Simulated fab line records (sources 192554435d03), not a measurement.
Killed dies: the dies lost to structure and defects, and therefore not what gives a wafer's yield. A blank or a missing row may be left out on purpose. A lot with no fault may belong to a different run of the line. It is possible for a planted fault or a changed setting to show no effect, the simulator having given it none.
Matching of chambers | flow n5Finfet | rieDiel-03 running N5_BEOL_M12_ETCH_67: 4 sister chambers
The step etches SiARC in CF4, target depth 143 nm, time 238.3 s. 18 wafers are shown with their chamber, then 9 later ones without.

## WAFERS PAIRED WITH THEIR CHAMBERS
wafer  | chamber | showerheadPlenumPTorr (Torr) | throttleValvePct (%) | etchRfOnTimeS (s)
L076.3 | 1       | 2.07                         | 15.73                | 237
L076.4 | 0       | 2.27                         | 15.52                | 232
L076.6 | 2       | 2.08                         | 15.60                | 228
L077.4 | 2       | 2.08                         | 15.60                | 225
L077.5 | 2       | 2.08                         | 15.62                | 226
L077.6 | 3       | 2.09                         | 15.40                | 239
L079.2 | 1       | 2.07                         | 15.75                | 237
L079.5 | 2       | 2.08                         | 15.63                | 230
L079.6 | 3       | 2.09                         | 15.43                | 238
L082.1 | 1       | 2.07                         | 15.78                | 236
L082.3 | 0       | 2.27                         | 15.56                | 236
L082.4 | 3       | 2.09                         | 15.45                | 242
L085.2 | 0       | 2.26                         | 15.58                | 238
L085.4 | 2       | 2.07                         | 15.65                | 231
L085.5 | 1       | 2.06                         | 15.78                | 237
L087.2 | 1       | 2.06                         | 15.82                | 238
L087.4 | 2       | 2.07                         | 15.66                | 230
L087.6 | 2       | 2.07                         | 15.66                | 229

SIGNATURES (means of the wafers above)
reading               | chamber 0 | chamber 1 | chamber 2 | chamber 3 | scatter within a chamber
showerheadPlenumPTorr | 2.2667    | 2.0660    | 2.0757    | 2.0900    | 0.00506
throttleValvePct      | 15.5533   | 15.7720   | 15.6314   | 15.4267   | 0.0292
etchRfOnTimeS         | 235.33    | 237.00    | 228.43    | 239.67    | 2.05
Rule: a wafer lies at a distance from a chamber equal to the root of the sum of squares, over the readings, of (its reading less the chamber's mean, divided by the reading's scatter). If the next closest chamber is less than 2 further off than the closest, the wafer can't be placed; otherwise it belongs to the closest. The scatter: the root of (the sum of the squares of (reading less its chamber's mean) over the shown wafers, divided by (wafers less chambers)).

## WAFERS WHOSE CHAMBER IS MISSING
wafer  | showerheadPlenumPTorr (Torr) | throttleValvePct (%) | etchRfOnTimeS (s)
L090.1 | 2.08                         | 15.45                | 239
L090.2 | 2.26                         | 15.60                | 234
L090.4 | 2.07                         | 15.67                | 227
L092.2 | 2.26                         | 15.58                | 235
L092.3 | 2.08                         | 15.48                | 239
L092.5 | 2.26                         | 15.60                | 236
L096.1 | 2.25                         | 15.62                | 232
L096.2 | 2.08                         | 15.49                | 234
L096.6 | 2.06                         | 15.84                | 233

## EACH ONE'S CHAMBER
wafer  | from the rows above     | in truth
L090.1 | 3                       | 3
L090.2 | 0                       | 0
L090.4 | 2                       | 2
L092.2 | 0                       | 0
L092.3 | 3                       | 3
L092.5 | 0                       | 0
L096.1 | 0                       | 0
L096.2 | can't be placed: 3 or 2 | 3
L096.6 | 1                       | 1
Correct placement for 8 of the 9. Can't be placed from these rows: 1 (the true chamber is among the candidates in 1). Number placed wrongly: 0.
